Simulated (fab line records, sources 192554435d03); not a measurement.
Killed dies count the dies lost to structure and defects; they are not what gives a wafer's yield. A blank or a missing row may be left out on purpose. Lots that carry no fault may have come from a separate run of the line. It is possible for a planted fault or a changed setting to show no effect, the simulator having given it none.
Split-lot study | flow n5Finfet | 39 wafers read across 7 lots, on a route 1938 steps long

ON THE SPLIT
At N5_BEOL_M13_TRENCH_ETCH_34 (etches SiOC in C4F8/O2/Ar, target depth 413.47 nm, time 162.6 s), the setting timeS was moved away from the recipe's 162.6 s on 18 of the 39 wafers read, by -56.6% to +57.1%. All remaining wafers had this setting at the recipe value.

FROM THE SPLIT TO THE READING: what the file shows between them, 7 steps
- N5_BEOL_M13_STRIP_70: strips in C4F8/O2/Ar
- N5_BEOL_M13_OCD_MEAS_35
- N5_BEOL_M13_STRIP_37: strips in N2/H2
- N5_BEOL_M13_ETCH_38: etches SiCN in CF4/N2, target depth 67.5 nm, time 71.9 s
- N5_BEOL_M13_ECD_47: material Cu, target thk 936 nm
- N5_BEOL_M13_ANNEAL_48: time 90 s
- N5_BEOL_M13_CMP_49: polishes, stops on SiOC, t overpolish 17.1 s, target thk 420 nm

THE READING
M13_THK, in nm, at N5_BEOL_M13_THK_MEAS_50 (measures by xrf). A value of 432 nm with a standard deviation of 7.1 nm is what fault-free wafers of this fab line usually give.

wafer  | tool, chamber at the split | timeS as run, s | against the recipe | M13_THK, nm | against lot-mates on the recipe
L075.1 | rieDiel-06, 2              | 122.2           | -24.8%             | 321         | -113
L075.2 | rieDiel-06, 3              | 162.6           | recipe             | 438         | -
L075.3 | rieDiel-06, 0              | 162.6           | recipe             | 431         | -
L075.4 | rieDiel-06, 1              | 122.2           | -24.8%             | 329         | -105
L075.5 | rieDiel-06, 2              | 162.6           | recipe             | 432         | -
L075.6 | rieDiel-06, 3              | 122.2           | -24.8%             | 334         | -100
L074.1 | rieDiel-02, 1              | 162.6           | recipe             | 436         | -
L074.2 | rieDiel-02, 3              | 162.6           | recipe             | 446         | -
L074.3 | rieDiel-02, 0              | 162.6           | recipe             | 432         | -
L074.4 | rieDiel-02, 2              | 70.55           | -56.6%             | 189         | -249
L074.5 | rieDiel-02, 2              | 70.55           | -56.6%             | 187         | -251
L074.6 | rieDiel-02, 1              | 70.55           | -56.6%             | 192         | -246
L080.1 | rieDiel-06, 3              | 162.6           | recipe             | 435         | -
L080.2 | rieDiel-06, 1              | 162.6           | recipe             | 424         | -
L080.3 | rieDiel-06, 0              | 81.3            | -50.0%             | 212         | -214
L080.4 | rieDiel-06, 3              | 81.3            | -50.0%             | 219         | -207
L080.5 | rieDiel-06, 0              | 162.6           | recipe             | 418         | -
L080.6 | rieDiel-06, 1              | 81.3            | -50.0%             | 214         | -212
L081.2 | rieDiel-03, 0              | 162.6           | recipe             | 419         | -
L081.5 | rieDiel-03, 1              | 162.6           | recipe             | 442         | -
L081.6 | rieDiel-03, 2              | 162.6           | recipe             | 432         | -
L083.1 | rieDiel-03, 3              | 162.6           | recipe             | 451         | -
L083.2 | rieDiel-03, 1              | 162.6           | recipe             | 448         | -
L083.3 | rieDiel-03, 0              | 188.4           | +15.9%             | 506         | +58
L083.4 | rieDiel-03, 2              | 188.4           | +15.9%             | 515         | +67
L083.5 | rieDiel-03, 0              | 188.4           | +15.9%             | 501         | +53
L083.6 | rieDiel-03, 1              | 162.6           | recipe             | 444         | -
L086.1 | rieDiel-02, 0              | 255.4           | +57.1%             | 663         | +233
L086.2 | rieDiel-02, 3              | 162.6           | recipe             | 436         | -
L086.3 | rieDiel-02, 1              | 162.6           | recipe             | 426         | -
L086.4 | rieDiel-02, 2              | 255.4           | +57.1%             | 672         | +242
L086.5 | rieDiel-02, 2              | 255.4           | +57.1%             | 674         | +244
L086.6 | rieDiel-02, 1              | 162.6           | recipe             | 429         | -
L091.1 | rieDiel-03, 1              | 105.8           | -34.9%             | 279         | -149
L091.2 | rieDiel-03, 2,3            | 162.6           | recipe             | 430         | -
L091.3 | rieDiel-03, 2,3            | 162.6           | recipe             | 430         | -
L091.4 | rieDiel-03, 0              | 105.8           | -34.9%             | 275         | -153
L091.5 | rieDiel-03, 3              | 105.8           | -34.9%             | 283         | -145
L091.6 | rieDiel-03, 2              | 162.6           | recipe             | 424         | -
Where a row lists several chambers, the file gives one row for several wafers and doesn't say which wafer went through which chamber.

FIT RESULTS
A straight line over all 39 wafers: M13_THK changes by +4.28 nm for each +1% of timeS; r = +1.00; the points scatter about the line by 8 nm.
The same after taking each lot's own level away (the mean of its wafers on the recipe; 39 wafers): +4.25 nm for each +1%; r = +1.00; scatter 6 nm.
That fit puts the effect of the largest move of timeS on the reading at 2.4e+02 nm.
Across the lots, their own levels run from 425.7 to 447.7 nm, a range of 3.1 times the standard deviation given above.
The two slopes are in agreement: the lot-to-lot level therefore moves the slope only a little.
Check: +242 nm against its lot-mates is what the line predicts for one of the wafers moved furthest among these (+57.1%) when that wafer is left out of the fit. Against them it came out at +233 nm.

THE WHOLE CHAIN: every reading that the file lists as answering this split, in the file's order
step                       | what it does                                                    | reading                                                                      | change (the file's fit)                                                                 | r (the file's)
N5_BEOL_M13_TRENCH_ETCH_34 | etches SiOC in C4F8/O2/Ar, target depth 413.47 nm, time 162.6 s | etch.depthNm (the simulator's own value, which no gauge read)                | +4.08 nm for each +1% of the setting                                                    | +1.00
N5_BEOL_M13_OCD_MEAS_35    |                                                                 | trenchDepthNm                                                                | +4.09 nm for each +1% of the setting                                                    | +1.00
N5_BEOL_M13_CMP_49         | polishes, stops on SiOC, t overpolish 17.1 s, target thk 420 nm | Cu_of_BEOL_M13_ECD_47.thkNm (the simulator's own value, which no gauge read) | +4.09 nm for each +1% of the setting                                                    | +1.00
N5_BEOL_M13_THK_MEAS_50    | measures by xrf                                                 | M13_THK                                                                      | +4.26 for each +1% of the setting                                                       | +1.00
N5_BEOL_M13_RS_MEAS_54     | measures by four-point-probe                                    | M13_RS                                                                       | not straight: 0.1075 at the lowest setting, 0.0448 at the recipe, 0.0287 at the highest | not given

THE FILE'S OWN FIT
M13_THK changes by +4.26 nm for each +1% of timeS, r = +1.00.
